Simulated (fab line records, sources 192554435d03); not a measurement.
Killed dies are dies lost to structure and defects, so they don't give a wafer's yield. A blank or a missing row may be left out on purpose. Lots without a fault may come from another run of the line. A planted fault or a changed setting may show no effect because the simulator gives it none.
Which tool did it? | flow n5_finfet | 23 lots, 69 wafers sampled, at 2 steps of a route of 1938

WHAT THE GAUGES READ, wafer by wafer
N5_MOL_CONTACT_COAG_OVL_MEAS_41. Usual: VD_OVL 0.1 nm, standard deviation 0.62.
lot  | measured     | on         | VD_OVL (nm)    | flag
L074 | day 5 08:16  | overlay-01 | -0.1 0.4 -0.3  |
L075 | day 5 09:09  | overlay-01 | 0.8 -0.3 0.5   |
L076 | day 5 16:32  | overlay-02 | -0.3 -0.3 -0.7 |
L077 | day 5 20:00  | overlay-01 | 0.2 0.4 0.4    |
L078 | day 6 05:04  | overlay-02 | -0.6 0.1 -0.4  |
L079 | day 6 13:26  | overlay-01 | -0.3 0.1 0.9   |
L080 | day 6 13:46  | overlay-01 | 0.2 0.5 0.7    |
L081 | day 6 22:59  | overlay-02 | 0.5 0.5 -1.2   |
L082 | day 7 03:08  | overlay-02 | -0.3 -1.2 0.3  |
L083 | day 7 07:31  | overlay-01 | 1.0 -0.4 0.9   |
L084 | day 7 13:40  | overlay-01 | 1.4 0.6 1.8    |
L085 | day 7 23:18  | overlay-02 | 0.2 -0.4 0.6   |
L087 | day 8 09:05  | overlay-02 | 0.8 0.4 1.1    |
L088 | day 8 17:21  | overlay-01 | -0.6 -0.1 0.5  |
L089 | day 8 23:31  | overlay-02 | -0.6 -0.4 0.5  |
L090 | day 9 03:08  | overlay-01 | 0.5 0.4 0.5    |
L091 | day 9 06:19  | overlay-02 | -0.2 0.1 -0.5  |
L092 | day 9 13:39  | overlay-02 | 0.4 0.1 0.4    |
L093 | day 9 19:28  | overlay-01 | 0.3 0.5 0.6    |
L094 | day 10 06:43 | overlay-01 | -0.3 0.0 -0.4  |
L095 | day 10 07:20 | overlay-01 | -0.6 -0.4 -0.2 |
L096 | day 10 16:18 | overlay-01 | 0.6 0.3 0.9    |
L097 | day 11 00:32 | overlay-02 | 0.9 0.4 0.2    |

WHICH TOOL RAN EACH LOT (tool, then ch and the chambers of the sampled wafers, then the start)
lot  | N5_MOL_CONTACT_COAG_STRIP_96
L074 | rie_diel-04 ch 0,1,2, day 5 07:35
L075 | rie_diel-05 ch 0,1,2, day 5 08:25
L076 | rie_diel-04 ch 0,1,3, day 5 15:47
L077 | rie_diel-01 ch 0,1, day 5 19:22
L078 | rie_diel-04 ch 1,2,3, day 6 04:26
L079 | rie_diel-01 ch 1,2, day 6 12:42
L080 | rie_diel-01 ch 0,1,3, day 6 13:01
L081 | rie_diel-01 ch 0,2, day 6 22:15
L082 | rie_diel-05 ch 0,1,2, day 7 02:23
L083 | rie_diel-04 ch 1,3, day 7 06:22
L084 | rie_diel-05 ch 1,2, day 7 13:02
L085 | rie_diel-01 ch 0,1, day 7 22:34
L087 | rie_diel-01 ch 1,2, day 8 08:27
L088 | rie_diel-05 ch 1,2,3, day 8 16:43
L089 | rie_diel-01 ch 1,2,3, day 8 22:46
L090 | rie_diel-04 ch 0,1, day 9 02:23
L091 | rie_diel-05 ch 1,2,3, day 9 05:35
L092 | rie_diel-05 ch 0,1,3, day 9 12:55
L093 | rie_diel-04 ch 0,1,3, day 9 18:44
L094 | rie_diel-05 ch 0,2, day 10 06:04
L095 | rie_diel-05 ch 1,2,3, day 10 06:42
L096 | rie_diel-05 ch 0,2,3, day 10 15:41
L097 | rie_diel-05 ch 0,1, day 10 23:47
- N5_MOL_CONTACT_COAG_STRIP_96: strips in N2/H2.

WHAT THE TOOLS THEMSELVES READ (means of the sampled wafers that have a number; where no wafer has one, the mark that the record gives instead)
N5_MOL_CONTACT_COAG_STRIP_96. Usual: drypump_motor_current_A 5.7 A, standard deviation 0.54; oes_product_au 0.82 a.u., standard deviation 0.086; rf_vpp_V 121.7 V, standard deviation 1.2; showerhead_plenum_p_Torr 3.34 Torr, standard deviation 0.079; throttle_valve_pct 19.2 %, standard deviation 0.55.
lot  | tool        | drypump_motor_current_A (A) | oes_product_au (a.u.) | rf_vpp_V (V) | showerhead_plenum_p_Torr (Torr) | throttle_valve_pct (%) | flag
L074 | rie_diel-04 | 5.6                         | 0.80                  | 122.5        | 3.36                            | 19.1                   |
L075 | rie_diel-05 | 5.9                         | 0.85                  | 121.9        | 3.30                            | 19.2                   |
L076 | rie_diel-04 | 5.8                         | 0.90                  | 121.3        | 3.33                            | 18.8                   |
L077 | rie_diel-01 | 6.1                         | 0.76                  | 121.5        | 3.39                            | 19.4                   |
L078 | rie_diel-04 | 5.6                         | 0.96                  | 121.3        | 3.35                            | 18.7                   |
L079 | rie_diel-01 | 5.5                         | 0.75                  | 121.8        | 3.46                            | 19.5                   |
L080 | rie_diel-01 | 6.0                         | 0.77                  | 122.3        | 3.38                            | 19.3                   |
L081 | rie_diel-01 | 5.7                         | 0.77                  | 122.2        | 3.48                            | 19.2                   |
L082 | rie_diel-05 | 5.9                         | 0.83                  | 120.8        | 3.29                            | 19.2                   |
L083 | rie_diel-04 | 5.6                         | 0.91                  | 121.9        | 3.39                            | 18.7                   |
L084 | rie_diel-05 | 6.4                         | 0.77                  | 121.9        | 3.33                            | 19.6                   |
L085 | rie_diel-01 | 6.0                         | 0.72                  | 121.4        | 3.35                            | 19.8                   |
L087 | rie_diel-01 | 5.6                         | 0.72                  | 122.4        | 3.39                            | 19.8                   |
L088 | rie_diel-05 | 5.8                         | 0.85                  | 121.6        | 3.29                            | 19.2                   |
L089 | rie_diel-01 | 5.7                         | 0.75                  | 121.3        | 3.40                            | 19.4                   |
L090 | rie_diel-04 | 5.6                         | 0.84                  | 123.3        | 3.38                            | 19.0                   |
L091 | rie_diel-05 | 5.8                         | 0.84                  | 121.2        | 3.29                            | 19.2                   |
L092 | rie_diel-05 | 5.3                         | 0.87                  | 121.9        | 3.26                            | 18.8                   |
L093 | rie_diel-04 | 5.8                         | 0.84                  | 121.1        | 3.32                            | 18.9                   |
L094 | rie_diel-05 | 5.6                         | 0.81                  | 121.2        | 3.29                            | 19.3                   |
L095 | rie_diel-05 | 5.8                         | 0.83                  | 120.9        | 3.29                            | 19.2                   |
L096 | rie_diel-05 | 5.6                         | 0.83                  | 121.1        | 3.30                            | 19.3                   |
L097 | rie_diel-05 | 5.3                         | 0.84                  | 122.2        | 3.24                            | 18.8                   |

THE ANSWER, worked out from the rows above alone
Rule: a lot is off if the mean of its wafers that have a number lies more than 3 standard deviations from the usual mean. A lot without any number at a reading at which 4 lots or more have one is off too. The other lots that the step has rows for count as sound. The gauges are gone through in route order, then the tools' own readings, and for those a lot's mean is taken as printed above. The first step at which some lot is off is used, and at that step the reading that is off furthest; a lot without a number counts as furthest.
No lot is off at any reading shown: from this, nothing can be told.

WHAT THE SIMULATOR HAD PUT IN
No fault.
